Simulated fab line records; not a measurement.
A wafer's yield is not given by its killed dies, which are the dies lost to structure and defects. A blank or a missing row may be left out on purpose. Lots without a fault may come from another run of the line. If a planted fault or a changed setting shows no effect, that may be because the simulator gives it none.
What tool caused it? :: flow n5-finfet :: 72 wafers from 24 lots sampled at 4 of the route's 1938 steps

== WHAT THE GAUGES READ, wafer by wafer ==
N5_BEOL_M10_OVL_MEAS_29. Usual: V9_OVL 0.0 nm, standard deviation 0.77.
lot: L074
measured: day 11 21:55
on: overlay-02
V9_OVL (nm): 0.6 0.1 0.8
flag: 

lot: L076
measured: day 12 11:41
on: overlay-01
V9_OVL (nm): -0.5 -0.1 -0.9
flag: 

lot: L077
measured: day 13 02:05
on: overlay-02
V9_OVL (nm): -0.4 0.2 0.9
flag: 

lot: L075
measured: day 13 06:07
on: overlay-02
V9_OVL (nm): -0.6 0.2 -0.7
flag: 

lot: L078
measured: day 13 11:48
on: overlay-02
V9_OVL (nm): 0.7 -0.7 0.2
flag: 

lot: L079
measured: day 13 13:16
on: overlay-02
V9_OVL (nm): 1.1 1.4 1.2
flag: 

lot: L080
measured: day 14 02:46
on: overlay-01
V9_OVL (nm): -1.1 -1.1 -0.2
flag: 

lot: L081
measured: day 14 09:09
on: overlay-02
V9_OVL (nm): 0.6 -0.5 0.0
flag: 

lot: L084
measured: day 14 13:45
on: overlay-02
V9_OVL (nm): 0.4 0.5 0.2
flag: 

lot: L082
measured: day 14 18:08
on: overlay-02
V9_OVL (nm): 0.0 -0.1 -0.3
flag: 

lot: L083
measured: day 14 21:53
on: overlay-01
V9_OVL (nm): -0.7 -1.2 -1.5
flag: 

lot: L087
measured: day 15 01:02
on: overlay-01
V9_OVL (nm): 0.3 -1.4 0.1
flag: 

lot: L085
measured: day 15 01:19
on: overlay-01
V9_OVL (nm): 0.7 1.7 1.0
flag: 

lot: L086
measured: day 15 23:51
on: overlay-01
V9_OVL (nm): -1.1 -0.5 0.6
flag: 

lot: L090
measured: day 16 08:43
on: overlay-02
V9_OVL (nm): 0.6 -0.4 0.0
flag: 

lot: L089
measured: day 16 08:38
on: overlay-01
V9_OVL (nm): 0.5 -0.3 -0.4
flag: 

lot: L088
measured: day 16 11:05
on: overlay-01
V9_OVL (nm): 0.3 0.3 -0.6
flag: 

lot: L092
measured: day 17 00:47
on: overlay-02
V9_OVL (nm): 0.5 0.5 1.0
flag: 

lot: L091
measured: day 17 06:01
on: overlay-01
V9_OVL (nm): 0.5 0.4 0.4
flag: 

lot: L093
measured: day 17 12:28
on: overlay-01
V9_OVL (nm): 1.1 -0.6 -0.3
flag: 

lot: L095
measured: day 17 17:02
on: overlay-01
V9_OVL (nm): -1.3 -1.1 0.0
flag: 

lot: L094
measured: day 17 18:00
on: overlay-02
V9_OVL (nm): -1.0 -1.0 0.9
flag: 

lot: L096
measured: day 17 19:39
on: overlay-02
V9_OVL (nm): 0.5 -0.8 -0.6
flag: 

lot: L097
measured: day 18 02:37
on: overlay-02
V9_OVL (nm): -0.7 0.0 -0.4
flag: 

N5_BEOL_M10_INSPECT_58: inspects for defects (darkfield). Usual: raw-defect-count 71, standard deviation 21.
lot: L074
measured: day 12 02:29
on: defect-inspect-02
raw-defect-count: 62 56 53
flag: 

lot: L076
measured: day 12 15:38
on: defect-inspect-01
raw-defect-count: 87 74 68
flag: 

lot: L077
measured: day 13 05:35
on: defect-inspect-02
raw-defect-count: 41 52 53
flag: 

lot: L075
measured: day 13 09:18
on: defect-inspect-02
raw-defect-count: 81 62 80
flag: 

lot: L078
measured: day 13 16:50
on: defect-inspect-02
raw-defect-count: 96 59 84
flag: 

lot: L079
measured: day 13 17:20
on: defect-inspect-02
raw-defect-count: 60 66 42
flag: 

lot: L080
measured: day 14 06:07
on: defect-inspect-01
raw-defect-count: 40 43 52
flag: 

lot: L081
measured: day 14 12:25
on: defect-inspect-02
raw-defect-count: 92 91 81
flag: 

lot: L084
measured: day 14 16:34
on: defect-inspect-01
raw-defect-count: 63 55 65
flag: 

lot: L082
measured: day 14 21:46
on: defect-inspect-01
raw-defect-count: 57 59 74
flag: 

lot: L083
measured: day 15 00:48
on: defect-inspect-01
raw-defect-count: 59 73 54
flag: 

lot: L087
measured: day 15 04:43
on: defect-inspect-01
raw-defect-count: 92 64 57
flag: 

lot: L085
measured: day 15 05:07
on: defect-inspect-01
raw-defect-count: 73 75 98
flag: 

lot: L086
measured: day 16 03:01
on: defect-inspect-01
raw-defect-count: 68 35 42
flag: 

lot: L090
measured: day 16 12:16
on: defect-inspect-02
raw-defect-count: 78 50 73
flag: 

lot: L089
measured: day 16 11:40
on: defect-inspect-01
raw-defect-count: 45 116 104
flag: 

lot: L088
measured: day 16 16:19
on: defect-inspect-01
raw-defect-count: 72 91 81
flag: 

lot: L092
measured: day 17 06:04
on: defect-inspect-01
raw-defect-count: 92 76 86
flag: 

lot: L091
measured: day 17 09:41
on: defect-inspect-02
raw-defect-count: 54 55 63
flag: 

lot: L093
measured: day 17 15:51
on: defect-inspect-01
raw-defect-count: 111 89 54
flag: 

lot: L095
measured: day 17 21:16
on: defect-inspect-02
raw-defect-count: 47 68 112
flag: 

lot: L094
measured: day 17 22:21
on: defect-inspect-01
raw-defect-count: 67 83 68
flag: 

lot: L096
measured: day 17 22:53
on: defect-inspect-02
raw-defect-count: 81 60 50
flag: 

lot: L097
measured: day 18 05:49
on: defect-inspect-01
raw-defect-count: 64 35 51
flag: 

== WHICH TOOL RAN EACH LOT (tool, then ch and the chambers of the sampled wafers, then the start) ==
lot: L074
N5_BEOL_M9_DEP_56: pecvd-02 ch 0,2, day 11 18:45
N5_BEOL_M10_PRE_CLEAN_45: pvd-sputter-03, day 12 00:16

lot: L076
N5_BEOL_M9_DEP_56: pecvd-04 ch 0,1,2, day 12 08:49
N5_BEOL_M10_PRE_CLEAN_45: pvd-sputter-02, day 12 13:04

lot: L077
N5_BEOL_M9_DEP_56: pecvd-03 ch 1,2, day 12 19:53
N5_BEOL_M10_PRE_CLEAN_45: pvd-sputter-01, day 13 03:25

lot: L075
N5_BEOL_M9_DEP_56: pecvd-03 ch 1,2, day 13 01:11
N5_BEOL_M10_PRE_CLEAN_45: pvd-sputter-03, day 13 07:34

lot: L078
N5_BEOL_M9_DEP_56: pecvd-03 ch 0,2, day 13 05:28
N5_BEOL_M10_PRE_CLEAN_45: pvd-sputter-02, day 13 13:29

lot: L079
N5_BEOL_M9_DEP_56: pecvd-02 ch 1,2, day 13 08:56
N5_BEOL_M10_PRE_CLEAN_45: pvd-sputter-01, day 13 15:48

lot: L080
N5_BEOL_M9_DEP_56: pecvd-03 ch 1,2, day 13 21:38
N5_BEOL_M10_PRE_CLEAN_45: pvd-sputter-01, day 14 04:17

lot: L081
N5_BEOL_M9_DEP_56: pecvd-02 ch 0,1,2, day 14 05:45
N5_BEOL_M10_PRE_CLEAN_45: pvd-sputter-01, day 14 10:35

lot: L084
N5_BEOL_M9_DEP_56: pecvd-02 ch 0,2, day 14 08:42
N5_BEOL_M10_PRE_CLEAN_45: pvd-sputter-03, day 14 15:01

lot: L082
N5_BEOL_M9_DEP_56: pecvd-02 ch 1,2, day 14 11:41
N5_BEOL_M10_PRE_CLEAN_45: pvd-sputter-01, day 14 19:32

lot: L083
N5_BEOL_M9_DEP_56: pecvd-03 ch 0,2, day 14 16:13
N5_BEOL_M10_PRE_CLEAN_45: pvd-sputter-01, day 14 23:00

lot: L087
N5_BEOL_M9_DEP_56: pecvd-03 ch 0,2, day 14 21:22
N5_BEOL_M10_PRE_CLEAN_45: pvd-sputter-03, day 15 02:59

lot: L085
N5_BEOL_M9_DEP_56: pecvd-02 ch 0,1, day 14 22:05
N5_BEOL_M10_PRE_CLEAN_45: pvd-sputter-03, day 15 03:22

lot: L086
N5_BEOL_M9_DEP_56: pecvd-04 ch 0,1,2, day 15 17:46
N5_BEOL_M10_PRE_CLEAN_45: pvd-sputter-03, day 16 01:08

lot: L090
N5_BEOL_M9_DEP_56: pecvd-04 ch 0,2, day 16 03:26
N5_BEOL_M10_PRE_CLEAN_45: pvd-sputter-01, day 16 10:12

lot: L089
N5_BEOL_M9_DEP_56: pecvd-03 ch 0,1, day 16 04:22
N5_BEOL_M10_PRE_CLEAN_45: pvd-sputter-02, day 16 09:49

lot: L088
N5_BEOL_M9_DEP_56: pecvd-03 ch 0,1, day 16 06:44
N5_BEOL_M10_PRE_CLEAN_45: pvd-sputter-03, day 16 14:21

lot: L092
N5_BEOL_M9_DEP_56: pecvd-03 ch 0,2, day 16 20:35
N5_BEOL_M10_PRE_CLEAN_45: pvd-sputter-03, day 17 02:14

lot: L091
N5_BEOL_M9_DEP_56: pecvd-04 ch 0,1,2, day 17 01:23
N5_BEOL_M10_PRE_CLEAN_45: pvd-sputter-03, day 17 07:14

lot: L093
N5_BEOL_M9_DEP_56: pecvd-02 ch 2, day 17 09:46
N5_BEOL_M10_PRE_CLEAN_45: pvd-sputter-01, day 17 13:51

lot: L095
N5_BEOL_M9_DEP_56: pecvd-03 ch 0,1, day 17 13:22
N5_BEOL_M10_PRE_CLEAN_45: pvd-sputter-03, day 17 19:22

lot: L094
N5_BEOL_M9_DEP_56: pecvd-02 ch 0,2, day 17 13:53
N5_BEOL_M10_PRE_CLEAN_45: pvd-sputter-03, day 17 20:20

lot: L096
N5_BEOL_M9_DEP_56: pecvd-03 ch 0,1, day 17 15:40
N5_BEOL_M10_PRE_CLEAN_45: pvd-sputter-03, day 17 21:05

lot: L097
N5_BEOL_M9_DEP_56: pecvd-04 ch 0,2, day 17 20:42
N5_BEOL_M10_PRE_CLEAN_45: pvd-sputter-01, day 18 04:04
- N5_BEOL_M9_DEP_56: deposits SiCN from 3MS/NH3, target thk 15 nm, time 26.5 s.
- N5_BEOL_M10_PRE_CLEAN_45: time 30 s.

== AS READ BY THE TOOLS THEMSELVES (means over the sampled wafers that have a number; for cases with no such wafer, the mark the record gives instead) ==
N5_BEOL_M9_DEP_56. Usual: showerhead-plenum-p-Torr 3.666 Torr, standard deviation 0.014; showerhead-vpp-V 858 V, standard deviation 45; throttle-valve-pct 9.1 %, standard deviation 0.43.
lot: L074
tool: pecvd-02
showerhead-plenum-p-Torr (Torr): 3.679
showerhead-vpp-V (V): 835
throttle-valve-pct (%): 9.2
flag: 

lot: L076
tool: pecvd-04
showerhead-plenum-p-Torr (Torr): 3.668
showerhead-vpp-V (V): 849
throttle-valve-pct (%): 8.8
flag: 

lot: L077
tool: pecvd-03
showerhead-plenum-p-Torr (Torr): 3.662
showerhead-vpp-V (V): 895
throttle-valve-pct (%): 9.2
flag: 

lot: L075
tool: pecvd-03
showerhead-plenum-p-Torr (Torr): 3.661
showerhead-vpp-V (V): 891
throttle-valve-pct (%): 9.0
flag: 

lot: L078
tool: pecvd-03
showerhead-plenum-p-Torr (Torr): 3.663
showerhead-vpp-V (V): 841
throttle-valve-pct (%): 9.0
flag: 

lot: L079
tool: pecvd-02
showerhead-plenum-p-Torr (Torr): 3.668
showerhead-vpp-V (V): 831
throttle-valve-pct (%): 9.2
flag: 

lot: L080
tool: pecvd-03
showerhead-plenum-p-Torr (Torr): 3.670
showerhead-vpp-V (V): 852
throttle-valve-pct (%): 8.5
flag: 

lot: L081
tool: pecvd-02
showerhead-plenum-p-Torr (Torr): 3.669
showerhead-vpp-V (V): 856
throttle-valve-pct (%): 9.0
flag: 

lot: L084
tool: pecvd-02
showerhead-plenum-p-Torr (Torr): 3.677
showerhead-vpp-V (V): 858
throttle-valve-pct (%): 9.4
flag: 

lot: L082
tool: pecvd-02
showerhead-plenum-p-Torr (Torr): 3.663
showerhead-vpp-V (V): 857
throttle-valve-pct (%): 8.8
flag: 

lot: L083
tool: pecvd-03
showerhead-plenum-p-Torr (Torr): 3.665
showerhead-vpp-V (V): 839
throttle-valve-pct (%): 8.9
flag: 

lot: L087
tool: pecvd-03
showerhead-plenum-p-Torr (Torr): 3.666
showerhead-vpp-V (V): 834
throttle-valve-pct (%): 8.9
flag: 

lot: L085
tool: pecvd-02
showerhead-plenum-p-Torr (Torr): 3.669
showerhead-vpp-V (V): 878
throttle-valve-pct (%): 9.0
flag: 

lot: L086
tool: pecvd-04
showerhead-plenum-p-Torr (Torr): 3.668
showerhead-vpp-V (V): 837
throttle-valve-pct (%): 9.1
flag: 

lot: L090
tool: pecvd-04
showerhead-plenum-p-Torr (Torr): 3.681
showerhead-vpp-V (V): 866
throttle-valve-pct (%): 8.9
flag: 

lot: L089
tool: pecvd-03
showerhead-plenum-p-Torr (Torr): 3.661
showerhead-vpp-V (V): 870
throttle-valve-pct (%): 9.4
flag: 

lot: L088
tool: pecvd-03
showerhead-plenum-p-Torr (Torr): 3.655
showerhead-vpp-V (V): 874
throttle-valve-pct (%): 9.5
flag: 

lot: L092
tool: pecvd-03
showerhead-plenum-p-Torr (Torr): 3.671
showerhead-vpp-V (V): 833
throttle-valve-pct (%): 8.9
flag: 

lot: L091
tool: pecvd-04
showerhead-plenum-p-Torr (Torr): 3.667
showerhead-vpp-V (V): 843
throttle-valve-pct (%): 8.9
flag: 

lot: L093
tool: pecvd-02
showerhead-plenum-p-Torr (Torr): 3.681
showerhead-vpp-V (V): 814
throttle-valve-pct (%): 9.4
flag: 

lot: L095
tool: pecvd-03
showerhead-plenum-p-Torr (Torr): 3.662
showerhead-vpp-V (V): 876
throttle-valve-pct (%): 9.4
flag: 

lot: L094
tool: pecvd-02
showerhead-plenum-p-Torr (Torr): 3.676
showerhead-vpp-V (V): 862
throttle-valve-pct (%): 9.1
flag: 

lot: L096
tool: pecvd-03
showerhead-plenum-p-Torr (Torr): 3.662
showerhead-vpp-V (V): 909
throttle-valve-pct (%): 9.2
flag: 

lot: L097
tool: pecvd-04
showerhead-plenum-p-Torr (Torr): 3.680
showerhead-vpp-V (V): 864
throttle-valve-pct (%): 9.1
flag: 

N5_BEOL_M10_PRE_CLEAN_45. Usual: heater-power-w 309 W, standard deviation 35.
lot: L074
tool: pvd-sputter-03
heater-power-w (W): 325
flag: 

lot: L076
tool: pvd-sputter-02
heater-power-w (W): 296
flag: 

lot: L077
tool: pvd-sputter-01
heater-power-w (W): 322
flag: 

lot: L075
tool: pvd-sputter-03
heater-power-w (W): 295
flag: 

lot: L078
tool: pvd-sputter-02
heater-power-w (W): 318
flag: 

lot: L079
tool: pvd-sputter-01
heater-power-w (W): 333
flag: 

lot: L080
tool: pvd-sputter-01
heater-power-w (W): 336
flag: 

lot: L081
tool: pvd-sputter-01
heater-power-w (W): 334
flag: 

lot: L084
tool: pvd-sputter-03
heater-power-w (W): 311
flag: 

lot: L082
tool: pvd-sputter-01
heater-power-w (W): 353
flag: 

lot: L083
tool: pvd-sputter-01
heater-power-w (W): 344
flag: 

lot: L087
tool: pvd-sputter-03
heater-power-w (W): 329
flag: 

lot: L085
tool: pvd-sputter-03
heater-power-w (W): 276
flag: 

lot: L086
tool: pvd-sputter-03
heater-power-w (W): 296
flag: 

lot: L090
tool: pvd-sputter-01
heater-power-w (W): 340
flag: 

lot: L089
tool: pvd-sputter-02
heater-power-w (W): 335
flag: 

lot: L088
tool: pvd-sputter-03
heater-power-w (W): 297
flag: 

lot: L092
tool: pvd-sputter-03
heater-power-w (W): 304
flag: 

lot: L091
tool: pvd-sputter-03
heater-power-w (W): 305
flag: 

lot: L093
tool: pvd-sputter-01
heater-power-w (W): 351
flag: 

lot: L095
tool: pvd-sputter-03
heater-power-w (W): 280
flag: 

lot: L094
tool: pvd-sputter-03
heater-power-w (W): 295
flag: 

lot: L096
tool: pvd-sputter-03
heater-power-w (W): 301
flag: 

lot: L097
tool: pvd-sputter-01
heater-power-w (W): 317
flag: 

== THE ANSWER, worked out from the rows above alone ==
Rule: take the mean of a lot's wafers that have a number; if it is more than 3 standard deviations from the usual mean, the lot is off. Also off: a lot with no number at a reading for which 4 or more lots have one. The other lots that the step has rows for count as sound. First the gauges in route order, then the tools' own readings, where a lot's mean is used as printed above. The first step at which some lot is off is used, and at that step the reading that is off furthest; a lot without a number counts as furthest.
Across all readings shown, no lot is off: no conclusion can be drawn from this.

== WHAT THE SIMULATOR PUT IN ==
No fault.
